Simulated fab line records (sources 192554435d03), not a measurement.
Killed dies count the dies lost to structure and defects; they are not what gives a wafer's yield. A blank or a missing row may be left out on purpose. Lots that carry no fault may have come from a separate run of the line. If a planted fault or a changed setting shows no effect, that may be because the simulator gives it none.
Matching of chambers + flow n5Finfet + N5_BEOL_M6_STRIP_36 on rieDiel-02: 4 sister chambers
The step strips in N2/H2. 22 wafers are shown with their chamber, then 11 later ones without.

WAFERS, EACH WITH ITS CHAMBER
| wafer  | chamber | showerheadPlenumPTorr (Torr) | drypumpMotorCurrentA (A) | oesProductAu (a.u.) |
|--------|---------|------------------------------|--------------------------|---------------------|
| L074.2 | 3       | 2.56                         | 5.8                      | 0.81                |
| L074.5 | 2       | 2.69                         | 5.3                      | 0.88                |
| L074.6 | 3       | 2.56                         | 5.8                      | 0.79                |
| L077.1 | 2       | 2.68                         | 5.3                      | 0.87                |
| L077.2 | 3       | 2.56                         | 5.8                      | 0.80                |
| L077.3 | 1       | 2.62                         | 6.0                      | 0.70                |
| L079.3 | 1       | 2.61                         | 6.1                      | 0.69                |
| L079.5 | 1       | 2.61                         | 6.1                      | 0.69                |
| L079.6 | 0       | 2.46                         | 5.7                      | 0.82                |
| L081.3 | 0       | 2.46                         | 5.7                      | 0.82                |
| L081.4 | 2       | 2.68                         | 5.3                      | 0.86                |
| L081.5 | 3       | 2.55                         | 5.8                      | 0.78                |
| L082.2 | 2       | 2.68                         | 5.4                      | 0.87                |
| L082.3 | 3       | 2.55                         | 5.8                      | 0.79                |
| L082.6 | 2       | 2.68                         | 5.3                      | 0.86                |
| L085.1 | 0       | 2.45                         | 5.7                      | 0.81                |
| L085.3 | 2       | 2.68                         | 5.3                      | 0.85                |
| L085.4 | 1       | 2.61                         | 6.0                      | 0.69                |
| L086.2 | 2       | 2.68                         | 5.4                      | 0.83                |
| L086.4 | 0       | 2.45                         | 5.7                      | 0.80                |
| L086.5 | 3       | 2.55                         | 5.8                      | 0.77                |
| L089.1 | 0       | 2.45                         | 5.7                      | 0.79                |

SIGNATURES (averages over the wafers above)
| reading               | chamber 0 | chamber 1 | chamber 2 | chamber 3 | scatter within a chamber |
|-----------------------|-----------|-----------|-----------|-----------|--------------------------|
| showerheadPlenumPTorr | 2.4540    | 2.6125    | 2.6814    | 2.5550    | 0.00489                  |
| drypumpMotorCurrentA  | 5.700     | 6.050     | 5.329     | 5.800     | 0.0367                   |
| oesProductAu          | 0.8080    | 0.6925    | 0.8600    | 0.7900    | 0.0137                   |
Rule: distance of a wafer from a chamber = root of the sum over the readings of ((wafer's reading minus chamber's mean) / reading's scatter) squared. The wafer belongs to the nearest chamber; if the next one is less than 2 further off, it can't be placed. The scatter is the square root of a quotient: the sum, over the shown wafers, of each reading's squared deviation from its chamber's mean, divided by wafers minus chambers.

WAFERS MISSING THEIR CHAMBER
| wafer  | showerheadPlenumPTorr (Torr) | drypumpMotorCurrentA (A) | oesProductAu (a.u.) |
|--------|------------------------------|--------------------------|---------------------|
| L089.4 | 2.45                         | 5.7                      | 0.79                |
| L089.6 | 2.54                         | 5.8                      | 0.76                |
| L091.2 | 2.67                         | 5.3                      | 0.83                |
| L091.5 | 2.67                         | 5.3                      | 0.83                |
| L091.6 | 2.60                         | 6.0                      | 0.96                |
| L094.1 | 2.60                         | 6.0                      | 0.94                |
| L094.4 | 2.67                         | 5.4                      | 0.80                |
| L094.5 | 2.60                         | 6.0                      | 0.94                |
| L092.4 | 2.60                         | 6.0                      | 0.93                |
| L092.5 | 2.67                         | 5.3                      | 0.82                |
| L092.6 | 2.60                         | 6.0                      | 0.93                |

WHICH CHAMBER EACH ONE RAN IN
| wafer  | from the rows above | in truth                   |
|--------|---------------------|----------------------------|
| L089.4 | 0                   | 0                          |
| L089.6 | 3                   | 3                          |
| L091.2 | 2                   | 2                          |
| L091.5 | 2                   | 2                          |
| L091.6 | 3                   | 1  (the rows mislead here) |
| L094.1 | 3                   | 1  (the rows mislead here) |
| L094.4 | 2                   | 2                          |
| L094.5 | 3                   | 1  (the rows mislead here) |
| L092.4 | 3                   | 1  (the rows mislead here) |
| L092.5 | 2                   | 2                          |
| L092.6 | 3                   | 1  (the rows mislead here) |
Placed correctly: 6 of 11. Not placeable from these rows: 0. Number placed wrongly: 5.
